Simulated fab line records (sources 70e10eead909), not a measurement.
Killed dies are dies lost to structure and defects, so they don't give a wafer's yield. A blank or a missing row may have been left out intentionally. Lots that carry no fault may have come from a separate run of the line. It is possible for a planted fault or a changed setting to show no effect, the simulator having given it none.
Chamber matching ; flow nand harc ; 3 sister chambers for NHARC_A_M0_DEP_32 on pecvd-04
The step deposits SiCN, target thk 30 nm. 3 wafers are shown with their chamber, then 6 later ones without.

## EACH WAFER AND ITS CHAMBER
wafer;chamber;heater power w (W)
L453.5;1;831
L465.2;2;527
L465.6;0;636

## WAFERS WITH NO CHAMBER GIVEN
wafer;heater power w (W)
L466.2;679
L466.4;736
L467.5;688
L470.1;741
L470.2;478
L470.3;582

## WHICH CHAMBER EACH ONE RAN IN
wafer;from the rows above;in truth
L466.2;can't be placed: 0 or 1 or 2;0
L466.4;can't be placed: 1 or 0 or 2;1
L467.5;can't be placed: 0 or 1 or 2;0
L470.1;can't be placed: 1 or 0 or 2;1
L470.2;can't be placed: 2 or 0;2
L470.3;can't be placed: 0 or 2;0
Correct placement for 0 of the 6. These rows do not allow placing 6 (true chamber among the candidates in 6). 0 placed wrongly.
How it was worked out, from the rows above alone: a wafer's distance from a chamber is the root of the sum, over the readings, of the square of ((its reading less the chamber's mean) divided by the reading's scatter). If the next closest chamber is less than 2 further off than the closest, the wafer can't be placed; otherwise it belongs to the closest. A chamber's mean is the mean of its shown wafers. The scatter (one wafer shown for each chamber): square how far every hidden wafer sits from the nearest shown wafer, average those squares and take the square root.
